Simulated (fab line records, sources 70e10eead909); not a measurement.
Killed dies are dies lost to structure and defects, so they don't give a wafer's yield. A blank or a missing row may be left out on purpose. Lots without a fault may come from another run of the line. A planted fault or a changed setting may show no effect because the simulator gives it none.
Chamber matching | flow nand_harc | NHARC_P_ZERO_WELL_DESCUM_39 on rie_diel-02: 4 sister chambers
The step chemistry O2, time 3 s. 4 wafers are shown with their chamber, then 10 later ones without.

WAFERS WITH THEIR CHAMBER
wafer  | chamber | drypump_motor_current_A (A)
L575.3 | 2       | 5.0
L576.5 | 3       | 5.2
L581.1 | 0       | 5.2
L581.4 | 1       | 6.2

WAFERS WITHOUT THEIR CHAMBER
wafer  | drypump_motor_current_A (A)
L581.6 | 5.2
L589.1 | 4.9
L589.3 | 6.2
L589.6 | 5.0
L590.2 | 5.0
L590.4 | 5.2
L590.5 | 5.0
L591.1 | 4.9
L591.3 | 5.2
L591.4 | 5.2

WHICH CHAMBER EACH WENT THROUGH
wafer  | from the rows above     | in truth
L581.6 | can't be placed: 0 or 3 | 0
L589.1 | 2                       | 2
L589.3 | 1                       | 1
L589.6 | 2                       | 2
L590.2 | 2                       | 2
L590.4 | can't be placed: 0 or 3 | 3
L590.5 | 2                       | 2
L591.1 | 2                       | 2
L591.3 | can't be placed: 0 or 3 | 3
L591.4 | can't be placed: 0 or 3 | 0
Placed correctly: 6 of 10. Can't be placed from these rows: 4 (the true chamber is among the candidates in 4). Placed wrongly: 0.
How it was worked out, from the rows above alone: a wafer's distance from a chamber is the root of the sum, over the readings, of the square of ((its reading less the chamber's mean) divided by the reading's scatter). The wafer belongs to the nearest chamber; if the next one is less than 2 further off, it can't be placed. A chamber's mean is the mean of its shown wafers. The scatter: with one shown wafer a chamber, the root of the mean of the squares of how far each hidden wafer lies from its nearest shown one.
